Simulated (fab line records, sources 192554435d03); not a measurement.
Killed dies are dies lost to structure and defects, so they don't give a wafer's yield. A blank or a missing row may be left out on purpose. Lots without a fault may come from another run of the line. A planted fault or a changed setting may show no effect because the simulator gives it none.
Which tool did it? | flow n5_finfet | 14 lots, 42 wafers sampled, at 1 step of a route of 1938

WHAT THE GAUGES READ, wafer by wafer
N5_BEOL_M15_INSPECT_12: inspects for defects (macro). Usual: raw_defect_count 2.2, standard deviation 1.3.
lot  | measured     | on                | raw_defect_count | flag
L669 | day 12 06:40 | defect_inspect-01 | 1 3 5            |
L671 | day 12 10:28 | defect_inspect-01 | 1 2 2            |
L670 | day 12 10:30 | defect_inspect-02 | 1 2 2            |
L673 | day 13 22:19 | defect_inspect-01 | 2 2 1            |
L675 | day 14 01:16 | defect_inspect-01 | 4 1 1            |
L677 | day 14 13:59 | defect_inspect-02 | 2 1 1            |
L676 | day 14 22:35 | defect_inspect-01 | 1 3 2            |
L672 | day 15 04:35 | defect_inspect-02 | 1 2 2            |
L678 | day 15 19:17 | defect_inspect-02 | 3 4 1            |
L680 | day 15 21:55 | defect_inspect-01 | 1 2 1            |
L679 | day 16 01:32 | defect_inspect-02 | 2 2 1            |
L681 | day 16 07:56 | defect_inspect-02 | 1 0 1            |
L684 | day 16 20:23 | defect_inspect-02 | 2 2 5            |
L690 | day 18 05:44 | defect_inspect-01 | 2 3 1            |

WHICH TOOL RAN EACH LOT (tool, then ch and the chambers of the sampled wafers, then the start)
The record holds no process step before these readings.

WHAT THE TOOLS THEMSELVES READ (means of the sampled wafers that have a number; where no wafer has one, the mark that the record gives instead)
The record holds no such reading with a usual standard deviation.

THE ANSWER, worked out from the rows above alone
Rule: a lot is off if the mean of its wafers that have a number lies more than 3 standard deviations from the usual mean. A lot without any number at a reading at which 4 lots or more have one is off too. The other lots that the step has rows for count as sound. The gauges are gone through in route order, then the tools' own readings, and for those a lot's mean is taken as printed above. The first step at which some lot is off is used, and at that step the reading that is off furthest; a lot without a number counts as furthest.
No lot is off at any reading shown: from this, nothing can be told.

WHAT THE SIMULATOR HAD PUT IN
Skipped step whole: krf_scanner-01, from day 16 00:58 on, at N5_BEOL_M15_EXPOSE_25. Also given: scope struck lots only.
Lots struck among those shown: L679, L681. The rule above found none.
